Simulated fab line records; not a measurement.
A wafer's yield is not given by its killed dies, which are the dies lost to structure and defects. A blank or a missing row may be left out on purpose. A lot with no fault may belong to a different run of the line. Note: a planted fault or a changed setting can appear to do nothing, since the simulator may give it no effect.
Comparing a struck lot with a sound one -- flow nand-harc -- 14 out of 1159 route steps
Sound: these wafers, L400.1, L400.2, L400.6. Struck: wafer L417.2 (L417.1, L417.6, from the same lot, were not struck and are left out); the cause is given at the end.
Each step with rows lists, per side, the tool, then ch with its chambers, then its first start. Under that, the readings that differ: sound wafers -- struck wafers -- difference of the means -- sigmas: that difference in standard deviations of wafers without a fault.
alike: readings whose means differ by less than 2 such deviations, and words and numbers that are the same on both sides. not compared: withheld readings, readings that some wafer has no value for, bounds like >300 that may hide the same value, and numbers for which the record gives no deviation and whose values overlap.
The two part at a step that has a row with sigmas, a row that says differs or no value, or rows on one side only. Non-overlapping numbers with no deviation appear without sigmas and do not part them. A reading that every wafer of one side lacks parts them only if that side has two wafers or more.

first, 2 steps without rows for these wafers: NHARC_A_STAIRCASE_DESCUM_219 (chemistry O2, time 3 s); NHARC_A_STAIRCASE_TRIM_220 (chemistry O2, time 211.2 s).
NHARC_A_STAIRCASE_ETCH_221: etches the open film in C4F8/O2, target depth 100 nm, time 40.5 s.
  sound: rie-diel-04 ch 0,1,3; struck: rie-diel-05 ch 2
reading,sound,struck,difference,sigmas
oes-product-au (a.u.),0.924 0.931 0.915,0.954,+0.031,+2
  alike: rf-vpp-V
  not compared: rf-hours-counter-h
NHARC_A_STAIRCASE_TRIM_222: chemistry O2, time 211.2 s.
  sound: rie-diel-04 ch 1,3; struck: rie-diel-05 ch 3
  alike: drypump-motor-current-A, oes-product-au, rf-vpp-V, showerhead-plenum-p-Torr, throttle-valve-pct
  not compared: rf-hours-counter-h
NHARC_A_STAIRCASE_ETCH_223: etches the open film in C4F8/O2, target depth 100 nm, time 40.5 s.
  sound: rie-diel-04 ch 0,1,3; struck: rie-diel-05 ch 3
  alike: oes-product-au, rf-vpp-V
  not compared: rf-hours-counter-h
NHARC_A_STAIRCASE_TRIM_224: chemistry O2, time 211.2 s.
  sound: rie-diel-04 ch 0,3; struck: rie-diel-05 ch 3
reading,sound,struck,difference,sigmas
throttle-valve-pct (%),17.036 17.041 17.045,17.015,-0.026,-3
  alike: drypump-motor-current-A, oes-product-au, rf-vpp-V, showerhead-plenum-p-Torr
  not compared: rf-hours-counter-h
then, 1 step without rows for these wafers: NHARC_A_STAIRCASE_ETCH_225 (etches the open film in C4F8/O2, target depth 100 nm, time 40.5 s).
NHARC_A_STAIRCASE_TRIM_226: chemistry O2, time 211.2 s.
  sound: rie-diel-04 ch 0,2,3; struck: rie-diel-05 ch 3
reading,sound,struck,difference,sigmas
rf-vpp-V (V),59.1 56.2 56.4,59.4,+2.2,+2
  alike: drypump-motor-current-A, oes-product-au, showerhead-plenum-p-Torr, throttle-valve-pct
  not compared: rf-hours-counter-h
then, 3 steps without rows for these wafers: NHARC_A_STAIRCASE_ETCH_227 (etches the open film in C4F8/O2, target depth 100 nm, time 40.5 s); NHARC_A_STAIRCASE_TRIM_229 (chemistry O2, time 211.2 s); NHARC_A_STAIRCASE_ETCH_230 (etches the open film in C4F8/O2, target depth 100 nm, time 40.5 s).
NHARC_A_STAIRCASE_TRIM_231: chemistry O2, time 211.2 s.
  sound on rie-diel-04 ch 0,3, day 11 08:23; struck on rie-diel-04 ch 0, day 15 05:04
reading,sound,struck,difference,sigmas
oes-product-au (a.u.),1.006 1.011 0.997,0.843,-0.162,-17
  alike: drypump-motor-current-A, rf-vpp-V, showerhead-plenum-p-Torr, throttle-valve-pct
  not compared: rf-hours-counter-h
then, 2 steps without rows for these wafers: NHARC_A_STAIRCASE_ETCH_232 (etches the open film in C4F8/O2, target depth 100 nm, time 40.5 s); NHARC_END_SORT_01.

## WHERE THEY PART
First at NHARC_A_STAIRCASE_ETCH_221; last, within this record, at NHARC_A_STAIRCASE_TRIM_231.

WHY: the cause the simulator had injected
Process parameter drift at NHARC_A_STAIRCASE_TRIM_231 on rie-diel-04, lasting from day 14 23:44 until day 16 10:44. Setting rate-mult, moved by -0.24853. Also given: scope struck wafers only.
